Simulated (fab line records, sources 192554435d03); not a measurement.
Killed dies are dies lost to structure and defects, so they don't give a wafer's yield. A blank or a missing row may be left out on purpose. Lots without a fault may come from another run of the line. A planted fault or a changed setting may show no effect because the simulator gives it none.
fab line records | flow n5_finfet
record lots=7 wafers=39
route steps=1938 shown BEOL_M1@751 BEOL_M5@1112 BEOL_M8@1332 BEOL_M9@1443
start_h: hours from the record's first day to the start of the lot's first wafer shown | wait_h: hours since the lot's step before | " the same as in the row above | L1.1+2: a row that stands for several wafers | - no value, or no start given | * or withheld: withheld | < > ~ a bound
route shown NAME@n: a module of which the file shows steps, and the number in the route of the first | usual: mean/standard deviation of fault-free wafers | same: alike in all rows | chamber/n: place in a boat | sites: the reading at each site | _std_site: their standard deviation | _edge_site: outer sites' mean less inner sites' | radius_mm: how far each site lies from the wafer's centre | mask NAME#n: copy n | behind: the tool/chamber that last shaped the wafer | hold: why the lot was held/for how many hours/how that ended | device: the transistor (n, p or np) that didn't switch | end of line: the same wafers' tests at the end of the route | a step without rows: its recipe alone | killed: dies lost to structure and defects at the first sort, not the wafer's yield | map: a wafer's dies, x killed, . not, _ none there
set.NAME: the setting as run; set.NAME@STEP: as run at that earlier step | model.NAME: the simulator's own value behind a step, which no gauge read
lots whose settings were changed on purpose; a table a step, a row a wafer
## steps
# step N5_BEOL_M1_ILD_DEP_00
# recipe material=SiOC target_thk_a=790 temp_c=350 precursor=DEMS/O2 pressure_torr=5 rf_w=500 time_s=15.3
# columns lot.wafer tool chamber start_h wait_h set.time_s model.SiOC_of_BEOL_M1_ILD_DEP_00.thk_nm
L074.1 pecvd-03 1 127.26 0.0 8.454 44.8
L074.2 " 2 " " 8.454 45.2
L074.3 " 0 " " 15.3 78.8
L074.4 " 1 " " 8.454 45.6
L074.5 " 0 " " 15.3 80.6
L074.6 " 2 " " 15.3 80.4
L076.1 pecvd-03 0 131.44 0.0 15.3 79.4
L076.2 " 2 " " 23 117
L076.3 " 1 " " 23 117.8
L076.4 " 1 " " 15.3 80.8
L076.5 " 2 " " 15.3 79.8
L076.6 " 0 " " 23 120
L077.1+6 pecvd-02 2 140.13 0.0 15.3 80.8
L077.4 " 2 " " 15.3 81.2
L080.1 pecvd-01 2 156.59 0.0 15.3 79.6
L080.2 " 0 " " 15.3 79.2
L080.3 " 1 " " 15.3 79.4
L080.4+5 " 2,1 " " 15.3 81
L080.6 " 0 " " 15.3 80.4
L091.1 pecvd-02 0 218.28 0.0 23.92 122.6
L091.2 " 1 " " 23.92 121.6
L091.3 " 2 " " 15.3 78.4
L091.4 " 2 " " 15.3 79.6
L091.5 " 1 " " 15.3 78.2
L091.6 " 0 " " 23.92 123.4
L092.1 pecvd-02 1 237.79 0.0 15.3 79.2
L092.2 " 2 " " 15.3 78.4
L092.3 " 0 " " 15.3 78.8
L092.4+5 " 1,0 " " 15.3 80.2
L092.6 " 2 " " 15.3 79.4
L096.1 pecvd-03 2 261.43 0.0 17.69 89
L096.2 " 1 " " 15.3 78.6
L096.3 " 0 " " 15.3 79.8
L096.4 " 2 " " 15.3 77.8
L096.5+6 " 0,1 " " 17.69 92.8
# step N5_BEOL_M1_THK_MEAS_01
# recipe reads=SiOC_of_BEOL_M1_ILD_DEP_00
# usual M1_ILD_THK=79.3/1.1
# columns lot.wafer tool chamber start_h wait_h set.time_s@BEOL_M1_ILD_DEP_00 M1_ILD_THK[nm]
L074.1 film_metro-02 - 127.33 0.0 8.454 44.7
L074.2 " - " " 8.454 45.2
L074.3 " - " " 15.3 78.7
L074.4 " - " " 8.454 45.5
L074.5 " - " " 15.3 80.5
L074.6 " - " " 15.3 80.4
L076.1 film_metro-02 - 131.51 0.0 15.3 79.3
L076.2 " - " " 23 117.1
L076.3 " - " " 23 117.9
L076.4 " - " " 15.3 80.7
L076.5 " - " " 15.3 79.8
L076.6 " - " " 23 120.0
L077.1 film_metro-01 - 140.21 0.1 15.3 80.9
L077.4 " - " " 15.3 81.2
L077.6 " - " " 15.3 80.6
L080.1 film_metro-01 - 156.65 0.0 15.3 79.6
L080.2 " - " " 15.3 79.1
L080.3 " - " " 15.3 79.3
L080.4 " - " " 15.3 81.0
L080.5 " - " " 15.3 81.0
L080.6 " - " " 15.3 80.3
L091.1 film_metro-01 - 218.35 0.0 23.92 122.6
L091.2 " - " " 23.92 121.8
L091.3 " - " " 15.3 78.5
L091.4 " - " " 15.3 79.6
L091.5 " - " " 15.3 78.2
L091.6 " - " " 23.92 123.4
L092.1 film_metro-01 - 237.86 0.0 15.3 79.2
L092.2 " - " " 15.3 78.4
L092.3 " - " " 15.3 78.7
L092.4 " - " " 15.3 80.2
L092.5 " - " " 15.3 80.2
L092.6 " - " " 15.3 79.4
L096.1 film_metro-02 - 261.50 0.0 17.69 88.9
L096.2 " - " " 15.3 78.6
L096.3 " - " " 15.3 79.7
L096.4 " - " " 15.3 77.9
L096.5 " - " " 17.69 92.7
L096.6 " - " " 17.69 92.7
# step N5_BEOL_M5_ILD_DEP_00
# recipe material=SiCOH_lowk target_thk_a=1406.4 temp_c=300 precursor=DEMS/porogen pressure_torr=5 rf_w=500 time_s=25.9
# columns lot.wafer tool chamber start_h wait_h set.target_thk_a model.SiCOH_lowk_of_BEOL_M5_ILD_DEP_00.thk_nm
L074.1+3 pecvd-01 1,0 162.09 0.8 921.9 91
L074.2 " 2 " " 921.9 91.4
L074.4 " 2 " " 1406.4 139
L074.5 " 1 " " 1406.4 142.4
L074.6 " 0 " " 1406.4 140.4
L076.1 pecvd-01 0 175.62 0.8 798.7 79
L076.2 " 2 " " 1406.4 139.2
L076.3 " 1 " " 798.7 79.2
L076.4 " 1 " " 798.7 79.6
L076.5 " 2 " " 1406.4 141.8
L076.6 " 0 " " 1406.4 142
L077.1 pecvd-02 1 180.56 0.8 1406.4 141.6
L077.4 " 1 " " 1406.4 141.8
L077.6 " 0 " " 1406.4 140.8
L080.1 pecvd-01 1 204.39 0.8 1406.4 143.4
L080.2 " 0 " " 2184 218
L080.3 " 2 " " 1406.4 141.4
L080.4 " 1 " " 2184 221.8
L080.5 " 0 " " 2184 221.6
L080.6 " 2 " " 1406.4 143.6
L091.1 pecvd-03 2 271.97 0.8 1406.4 143
L091.2 " 0 " " 580.8 57.2
L091.3 " 1 " " 580.8 58.6
L091.4+5 " 1,2 " " 1406.4 144
L091.6 " 0 " " 580.8 57.6
L092.1 pecvd-02 1 291.28 0.8 1406.4 144.2
L092.2 " 0 " " 1406.4 137
L092.3+5 " 1 " " 1685 172
L092.4 " 0 " " 1685 167.4
L092.6 " 0 " " 1406.4 140.2
L096.1 pecvd-03 2 305.31 0.8 1406.4 138.4
L096.2 " 1 " " 1406.4 138.6
L096.3 " 1 " " 2148 215.8
L096.4 " 2 " " 1406.4 141.6
L096.5+6 " 2,1 " " 2148 214.2
# step N5_BEOL_M5_CURE_79
# recipe temp_c=385 time_s=240 ambient=He/Ar material=SiCOH_lowk
# columns lot.wafer tool chamber start_h wait_h set.target_thk_a@BEOL_M5_ILD_DEP_00 model.SiCOH_lowk_of_BEOL_M5_ILD_DEP_00.thk_nm
L074.1 uv_cure-02 0 162.15 0.0 921.9 78
L074.2 " 0 " " 921.9 78.4
L074.3 " 0 " " 921.9 78.2
L074.4 " 0 " " 1406.4 119.6
L074.5 " 0 " " 1406.4 122.6
L074.6 " 0 " " 1406.4 120.8
L076.1+3 uv_cure-01 0 175.68 0.0 798.7 67.8
L076.2 " 0 " " 1406.4 119.6
L076.4 " 0 " " 798.7 68.2
L076.5 " 0 " " 1406.4 122
L076.6 " 0 " " 1406.4 122.2
L077.1 uv_cure-02 1 180.62 0.0 1406.4 121.8
L077.4 " 1 " " 1406.4 122
L077.6 " 1 " " 1406.4 121.2
L080.1 uv_cure-02 0 204.45 0.0 1406.4 123.4
L080.2 " 0 " " 2184 188.4
L080.3 " 0 " " 1406.4 121.6
L080.4 " 0 " " 2184 191.8
L080.5 " 0 " " 2184 191.6
L080.6 " 0 " " 1406.4 123.6
L091.1 uv_cure-02 1 272.22 0.2 1406.4 123
L091.2 " 1 " " 580.8 49
L091.3 " 1 " " 580.8 50.2
L091.4 " 1 " " 1406.4 124
L091.5 " 1 " " 1406.4 123.8
L091.6 " 1 " " 580.8 49.4
L092.1 uv_cure-02 2 291.36 0.1 1406.4 124
L092.2 " 2 " " 1406.4 117.8
L092.3 " 2 " " 1685 148.4
L092.4 " 2 " " 1685 144.2
L092.5 " 2 " " 1685 148.2
L092.6 " 2 " " 1406.4 120.6
L096.1 uv_cure-01 0 305.39 0.1 1406.4 119
L096.2 " 0 " " 1406.4 119.2
L096.3 " 0 " " 2148 186.6
L096.4 " 0 " " 1406.4 121.8
L096.5+6 " 0 " " 2148 185.2
# step N5_BEOL_M5_THK_MEAS_01
# recipe reads=SiCOH_lowk_of_BEOL_M5_ILD_DEP_00
# usual M5_ILD_THK=121.2/1.7
# columns lot.wafer tool chamber start_h wait_h set.target_thk_a@BEOL_M5_ILD_DEP_00 M5_ILD_THK[nm]
L074.1 film_metro-02 - 162.66 0.4 921.9 78.0
L074.2 " - " " 921.9 78.4
L074.3 " - " " 921.9 78.1
L074.4 " - " " 1406.4 119.4
L074.5 " - " " 1406.4 122.5
L074.6 " - " " 1406.4 120.7
L076.1 film_metro-02 - 176.20 0.4 798.7 67.8
L076.2 " - " " 1406.4 119.6
L076.3 " - " " 798.7 67.9
L076.4 " - " " 798.7 68.2
L076.5 " - " " 1406.4 122.0
L076.6 " - " " 1406.4 122.1
L077.1 film_metro-01 - 181.13 0.4 1406.4 121.7
L077.4 " - " " 1406.4 121.9
L077.6 " - " " 1406.4 121.1
L080.1 film_metro-01 - 204.96 0.4 1406.4 123.5
L080.2 " - " " 2184 188.3
L080.3 " - " " 1406.4 121.8
L080.4 " - " " 2184 191.8
L080.5 " - " " 2184 191.5
L080.6 " - " " 1406.4 123.6
L091.1 film_metro-02 - 272.73 0.4 1406.4 122.9
L091.2 " - " " 580.8 49.0
L091.3 " - " " 580.8 50.2
L091.4 " - " " 1406.4 123.8
L091.5 " - " " 1406.4 123.7
L091.6 " - " " 580.8 49.3
L092.1 film_metro-01 - 291.88 0.4 1406.4 124.0
L092.2 " - " " 1406.4 117.7
L092.3 " - " " 1685 148.3
L092.4 " - " " 1685 144.2
L092.5 " - " " 1685 148.1
L092.6 " - " " 1406.4 120.6
L096.1 film_metro-01 - 305.92 0.4 1406.4 119.0
L096.2 " - " " 1406.4 119.2
L096.3 " - " " 2148 186.3
L096.4 " - " " 1406.4 121.8
L096.5 " - " " 2148 185.1
L096.6 " - " " 2148 185.1
# step N5_BEOL_M8_ILD_DEP_00
# recipe material=SiCOH_lowk target_thk_a=1797.5 temp_c=300 precursor=DEMS/porogen pressure_torr=5 rf_w=500 time_s=33.4
# columns lot.wafer tool chamber start_h wait_h set.target_thk_a model.SiCOH_lowk_of_BEOL_M8_ILD_DEP_00.thk_nm
L074.1 pecvd-04 1 188.40 0.0 1797.5 178.6
L074.2 " 2 " " 1797.5 178
L074.3 " 0 " " 1422 140.8
L074.4 " 2 " " 1422 143.4
L074.5 " 1 " " 1422 142.8
L074.6 " 0 " " 1797.5 180.4
L076.1 pecvd-03 2 200.36 0.0 1460 144.6
L076.2 " 0 " " 1460 143
L076.3 " 1 " " 1460 145
L076.4 " 0 " " 1797.5 177.6
L076.5 " 2 " " 1797.5 182.2
L076.6 " 1 " " 1797.5 180
L077.1 pecvd-02 1 207.46 0.0 1797.5 178.2
L077.4 " 0 " " 1797.5 183.4
L077.6 " 1 " " 1797.5 183.6
L080.1 pecvd-02 2 234.31 0.0 1797.5 179.2
L080.2 " 1 " " 1797.5 178.2
L080.3 " 0 " " 1797.5 179.8
L080.4 " 0 " " 1329 135.6
L080.5 " 2 " " 1329 135
L080.6 " 1 " " 1329 134.6
L091.1+4 pecvd-04 0 298.51 0.0 1797.5 179.4
L091.2 " 1 " " 1797.5 177.8
L091.3 " 2 " " 1797.5 181.2
L091.5 " 1 " " 1797.5 179.2
L091.6 " 2 " " 1797.5 183.2
L092.1 pecvd-04 2 319.76 0.0 1797.5 178.8
L092.2 " 1 " " 1193 118
L092.3 " 0 " " 1797.5 177
L092.4 " 0 " " 1193 118.8
L092.5 " 1 " " 1797.5 180.4
L092.6 " 2 " " 1193 118.6
L096.1 pecvd-03 0 332.67 0.0 1797.5 170.8
L096.2 " 2 " " 1797.5 175
L096.3+5 " 1 " " 1797.5 174.8
L096.4 " 0 " " 1797.5 173.2
L096.6 " 2 " " 1797.5 177.8
# step N5_BEOL_M8_CURE_74
# recipe temp_c=385 time_s=240 ambient=He/Ar material=SiCOH_lowk
# columns lot.wafer tool chamber start_h wait_h set.target_thk_a@BEOL_M8_ILD_DEP_00 model.SiCOH_lowk_of_BEOL_M8_ILD_DEP_00.thk_nm
L074.1 uv_cure-01 0 188.48 0.1 1797.5 154
L074.2 " 0 " " 1797.5 153.6
L074.3 " 0 " " 1422 121.2
L074.4 " 0 " " 1422 123.4
L074.5 " 0 " " 1422 123
L074.6 " 0 " " 1797.5 155.4
L076.1 uv_cure-03 1 200.42 0.0 1460 124.4
L076.2 " 1 " " 1460 123
L076.3 " 1 " " 1460 124.8
L076.4 " 1 " " 1797.5 153
L076.5 " 1 " " 1797.5 157.2
L076.6 " 1 " " 1797.5 155.2
L077.1 uv_cure-03 1 207.53 0.0 1797.5 153.8
L077.4 " 1 " " 1797.5 158.2
L077.6 " 1 " " 1797.5 158.4
L080.1 uv_cure-01 1 234.38 0.0 1797.5 154.6
L080.2 " 1 " " 1797.5 153.6
L080.3 " 1 " " 1797.5 155
L080.4 " 1 " " 1329 116.6
L080.5 " 1 " " 1329 116.2
L080.6 " 1 " " 1329 115.8
L091.1+4+5 uv_cure-03 2 298.83 0.3 1797.5 154.6
L091.2 " 2 " " 1797.5 153.4
L091.3 " 2 " " 1797.5 156.2
L091.6 " 2 " " 1797.5 158
L092.1 uv_cure-01 1 319.83 0.0 1797.5 154.2
L092.2 " 1 " " 1193 101.4
L092.3 " 1 " " 1797.5 152.6
L092.4 " 1 " " 1193 102.2
L092.5 " 1 " " 1797.5 155.6
L092.6 " 1 " " 1193 101.8
L096.1 uv_cure-01 1 332.89 0.2 1797.5 147.2
L096.2+5 " 1 " " 1797.5 150.8
L096.3 " 1 " " 1797.5 150.6
L096.4 " 1 " " 1797.5 149.4
L096.6 " 1 " " 1797.5 153.2
# step N5_BEOL_M8_THK_MEAS_01
# recipe reads=SiCOH_lowk_of_BEOL_M8_ILD_DEP_00
# usual M8_ILD_THK=154.2/2.5
# columns lot.wafer tool chamber start_h wait_h set.target_thk_a@BEOL_M8_ILD_DEP_00 M8_ILD_THK[nm]
L074.1 film_metro-02 - 188.99 0.4 1797.5 153.8
L074.2 " - " " 1797.5 153.5
L074.3 " - " " 1422 121.2
L074.4 " - " " 1422 123.4
L074.5 " - " " 1422 123.0
L074.6 " - " " 1797.5 155.4
L076.1 film_metro-01 - 200.94 0.4 1460 124.6
L076.2 " - " " 1460 122.9
L076.3 " - " " 1460 124.7
L076.4 " - " " 1797.5 153.2
L076.5 " - " " 1797.5 157.2
L076.6 " - " " 1797.5 155.3
L077.1 film_metro-02 - 208.04 0.4 1797.5 153.8
L077.4 " - " " 1797.5 158.1
L077.6 " - " " 1797.5 158.4
L080.1 film_metro-01 - 234.89 0.4 1797.5 154.5
L080.2 " - " " 1797.5 153.5
L080.3 " - " " 1797.5 154.9
L080.4 " - " " 1329 116.5
L080.5 " - " " 1329 116.2
L080.6 " - " " 1329 115.7
L091.1 film_metro-01 - 299.35 0.4 1797.5 154.6
L091.2 " - " " 1797.5 153.4
L091.3 " - " " 1797.5 156.3
L091.4 " - " " 1797.5 154.6
L091.5 " - " " 1797.5 154.5
L091.6 " - " " 1797.5 158.0
L092.1 film_metro-01 - 320.34 0.4 1797.5 154.1
L092.2 " - " " 1193 101.4
L092.3 " - " " 1797.5 152.5
L092.4 " - " " 1193 102.1
L092.5 " - " " 1797.5 155.7
L092.6 " - " " 1193 101.9
L096.1 film_metro-01 - 333.40 0.4 1797.5 147.5
L096.2 " - " " 1797.5 150.9
L096.3 " - " " 1797.5 150.5
L096.4 " - " " 1797.5 149.4
L096.5 " - " " 1797.5 150.7
L096.6 " - " " 1797.5 153.3
# step N5_BEOL_M9_VIA_ETCH_34
# recipe chemistry=C4F6/O2 target=SiCOH_lowk target_depth_a=1824 mask_material=SOC taper_deg=4 time_s=68.4 ion_energy_ev=250 pressure_mtorr=30 source_w=345 bias_w=185 Ar_flow_sccm=300 C4F6_flow_sccm=10 O2_flow_sccm=10
# columns lot.wafer tool chamber start_h wait_h set.target_depth_a model.etch.depth_nm model.SOC_of_BEOL_M9_COAT_63.thk_nm
L074.1 rie_diel-01 0 199.64 0.0 1045 100.9 55.4
L074.2 " 1 " " 1824 185.1 51.2
L074.3 " 2 " " 1824 178.3 51.2
L074.4 " 3 " " 1824 182.9 51
L074.5 " 0 " " 1045 101.4 55.4
L074.6 " 1 " " 1045 105.7 55
L076.1 rie_diel-01 0 210.21 0.0 1824 177.3 51.2
L076.2 " 2 " " 2629 257.4 47
L076.3 " 1 " " 2629 265.6 47
L076.4 " 0 " " 1824 176 51.2
L076.5 " 2 " " 2629 256.3 47
L076.6 " 1 " " 1824 183.3 50.8
L077.1 rie_diel-03 3 223.06 0.0 1824 184.3 51.4
L077.4 " 0 " " 1824 179.1 51.2
L077.6 " 0 " " 1824 178.2 51.2
L080.1 rie_diel-03 3 249.48 0.0 1824 183.3 51
L080.2 " 1 " " 2288 220.5 49.2
L080.3 " 0 " " 1824 177.3 51
L080.4 " 2 " " 2288 218.4 49.2
L080.5 " 0 " " 1824 177.9 50.8
L080.6 " 3 " " 2288 229.1 48.8
L091.1 rie_diel-03 0 312.77 0.0 1177 115.3 54.6
L091.2 " 3 " " 1824 184.2 51.4
L091.3 " 2 " " 1177 113.5 54.6
L091.4 " 1 " " 1824 179.1 51.4
L091.5 " 0 " " 1824 177.7 51.2
L091.6 " 3 " " 1177 119.3 54.6
L092.1 rie_diel-01 3 331.79 0.0 1824 180 51
L092.2 " 2 " " 1824 176.3 51.2
L092.3 " 1 " " 1824 183.6 51
L092.4 " 0 " " 1824 182.5 51
L092.5 " 3 " " 1824 179.6 51
L092.6 " 0 " " 1824 181.7 51
L096.1 rie_diel-06 1 347.53 0.0 2466 240.6 48.4
L096.2 " 2 " " 2466 252.7 47.6
L096.3 " 3 " " 2466 247.1 48
L096.4 " 0 " " 1824 184.5 51
L096.5 " 3 " " 1824 182.5 51.2
L096.6 " 2 " " 1824 187.2 51
## key
split step=N5_BEOL_M1_ILD_DEP_00 setting=time_s stated=15.3 by=wafer
response step=N5_BEOL_M1_ILD_DEP_00 reading=model.SiOC_of_BEOL_M1_ILD_DEP_00.thk_nm change=+0.773 per=1% r=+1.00
response step=N5_BEOL_M1_THK_MEAS_01 reading=M1_ILD_THK change=+0.774 per=1% r=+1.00
split step=N5_BEOL_M5_ILD_DEP_00 setting=target_thk_a stated=1406.4 by=wafer
response step=N5_BEOL_M5_ILD_DEP_00 reading=model.SiCOH_lowk_of_BEOL_M5_ILD_DEP_00.thk_nm change=+1.43 per=1% r=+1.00
response step=N5_BEOL_M5_CURE_79 reading=model.SiCOH_lowk_of_BEOL_M5_ILD_DEP_00.thk_nm change=+1.25 per=1% r=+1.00
response step=N5_BEOL_M5_THK_MEAS_01 reading=M5_ILD_THK change=+1.24 per=1% r=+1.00
split step=N5_BEOL_M8_ILD_DEP_00 setting=target_thk_a stated=1797.5 by=wafer
response step=N5_BEOL_M8_ILD_DEP_00 reading=model.SiCOH_lowk_of_BEOL_M8_ILD_DEP_00.thk_nm change=+1.77 per=1% r=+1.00
response step=N5_BEOL_M8_CURE_74 reading=model.SiCOH_lowk_of_BEOL_M8_ILD_DEP_00.thk_nm change=+1.54 per=1% r=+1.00
response step=N5_BEOL_M8_THK_MEAS_01 reading=M8_ILD_THK change=+1.54 per=1% r=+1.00
split step=N5_BEOL_M9_VIA_ETCH_34 setting=target_depth_a stated=1824 by=wafer
response step=N5_BEOL_M9_VIA_ETCH_34 reading=model.etch.depth_nm change=+1.81 per=1% r=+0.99
response step=N5_BEOL_M9_VIA_ETCH_34 reading=model.SOC_of_BEOL_M9_COAT_63.thk_nm change=-0.0907 per=1% r=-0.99
